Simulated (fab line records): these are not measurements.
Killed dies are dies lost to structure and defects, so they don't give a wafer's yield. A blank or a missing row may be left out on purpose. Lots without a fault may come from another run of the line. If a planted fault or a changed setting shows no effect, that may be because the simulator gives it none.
Matching of chambers / flow n5 finfet / 3 sister chambers for N5_BEOL_M9_STRIP_67 on rie diel-01
The step strips in CF4. 18 wafers are shown with their chamber, then 7 later ones without.

== WAFERS, EACH WITH ITS CHAMBER ==
wafer=L077.2; chamber=0; showerhead plenum p Torr (Torr)=1.81; oes product au (a.u.)=0.86; throttle valve pct (%)=13.52
wafer=L077.5; chamber=0; showerhead plenum p Torr (Torr)=1.81; oes product au (a.u.)=0.84; throttle valve pct (%)=13.52
wafer=L077.6; chamber=1; showerhead plenum p Torr (Torr)=1.82; oes product au (a.u.)=0.85; throttle valve pct (%)=13.53
wafer=L078.1; chamber=2; showerhead plenum p Torr (Torr)=1.78; oes product au (a.u.)=0.69; throttle valve pct (%)=14.18
wafer=L078.3; chamber=1; showerhead plenum p Torr (Torr)=1.82; oes product au (a.u.)=0.84; throttle valve pct (%)=13.52
wafer=L078.6; chamber=0; showerhead plenum p Torr (Torr)=1.81; oes product au (a.u.)=0.84; throttle valve pct (%)=13.53
wafer=L083.4; chamber=0; showerhead plenum p Torr (Torr)=1.80; oes product au (a.u.)=0.83; throttle valve pct (%)=13.56
wafer=L083.5; chamber=1; showerhead plenum p Torr (Torr)=1.81; oes product au (a.u.)=0.83; throttle valve pct (%)=13.58
wafer=L083.6; chamber=2; showerhead plenum p Torr (Torr)=1.78; oes product au (a.u.)=1.01; throttle valve pct (%)=13.61
wafer=L085.2; chamber=1; showerhead plenum p Torr (Torr)=1.81; oes product au (a.u.)=0.82; throttle valve pct (%)=13.57
wafer=L085.3; chamber=2; showerhead plenum p Torr (Torr)=1.78; oes product au (a.u.)=0.98; throttle valve pct (%)=13.62
wafer=L085.6; chamber=2; showerhead plenum p Torr (Torr)=1.78; oes product au (a.u.)=0.98; throttle valve pct (%)=13.63
wafer=L087.2; chamber=1; showerhead plenum p Torr (Torr)=1.81; oes product au (a.u.)=0.82; throttle valve pct (%)=13.58
wafer=L087.3; chamber=0; showerhead plenum p Torr (Torr)=1.80; oes product au (a.u.)=0.83; throttle valve pct (%)=13.56
wafer=L087.6; chamber=1; showerhead plenum p Torr (Torr)=1.81; oes product au (a.u.)=0.82; throttle valve pct (%)=13.57
wafer=L090.1; chamber=1; showerhead plenum p Torr (Torr)=1.81; oes product au (a.u.)=0.82; throttle valve pct (%)=13.58
wafer=L090.4; chamber=2; showerhead plenum p Torr (Torr)=1.77; oes product au (a.u.)=0.97; throttle valve pct (%)=13.63
wafer=L090.6; chamber=2; showerhead plenum p Torr (Torr)=1.77; oes product au (a.u.)=0.95; throttle valve pct (%)=13.61

SIGNATURES (means of the wafers above)
reading=showerhead plenum p Torr; chamber 0=1.8060; chamber 1=1.8129; chamber 2=1.7767; scatter within a chamber=0.00514
reading=oes product au; chamber 0=0.8400; chamber 1=0.8286; chamber 2=0.9300; scatter within a chamber=0.0695
reading=throttle valve pct; chamber 0=13.5380; chamber 1=13.5614; chamber 2=13.7133; scatter within a chamber=0.133
Rule: a wafer's distance from a chamber is the root of the sum, over the readings, of the square of ((its reading less the chamber's mean) divided by the reading's scatter). The wafer belongs to the nearest chamber; if the next one is less than 2 further off, it can't be placed. The scatter: the root of (the sum of the squares of (reading less its chamber's mean) over the shown wafers, divided by (wafers less chambers)).

== WAFERS MISSING THEIR CHAMBER ==
wafer=L093.6; showerhead plenum p Torr (Torr)=1.77; oes product au (a.u.)=0.94; throttle valve pct (%)=13.64
wafer=L096.2; showerhead plenum p Torr (Torr)=1.81; oes product au (a.u.)=0.80; throttle valve pct (%)=13.62
wafer=L096.3; showerhead plenum p Torr (Torr)=1.77; oes product au (a.u.)=0.92; throttle valve pct (%)=13.68
wafer=L096.4; showerhead plenum p Torr (Torr)=1.81; oes product au (a.u.)=0.80; throttle valve pct (%)=13.61
wafer=L097.2; showerhead plenum p Torr (Torr)=1.81; oes product au (a.u.)=0.80; throttle valve pct (%)=13.62
wafer=L097.3; showerhead plenum p Torr (Torr)=1.79; oes product au (a.u.)=0.81; throttle valve pct (%)=13.62
wafer=L097.6; showerhead plenum p Torr (Torr)=1.81; oes product au (a.u.)=0.80; throttle valve pct (%)=13.62

== WHICH CHAMBER EACH WENT THROUGH ==
wafer=L093.6; from the rows above=2; in truth=2
wafer=L096.2; from the rows above=can't be placed: 1 or 0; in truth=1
wafer=L096.3; from the rows above=2; in truth=2
wafer=L096.4; from the rows above=can't be placed: 1 or 0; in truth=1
wafer=L097.2; from the rows above=can't be placed: 1 or 0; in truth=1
wafer=L097.3; from the rows above=can't be placed: 2 or 0 or 1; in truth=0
wafer=L097.6; from the rows above=can't be placed: 1 or 0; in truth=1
Correct placement for 2 of the 7. Not placeable from these rows: 5 (in 5, the candidates include the true chamber). Number placed wrongly: 0.
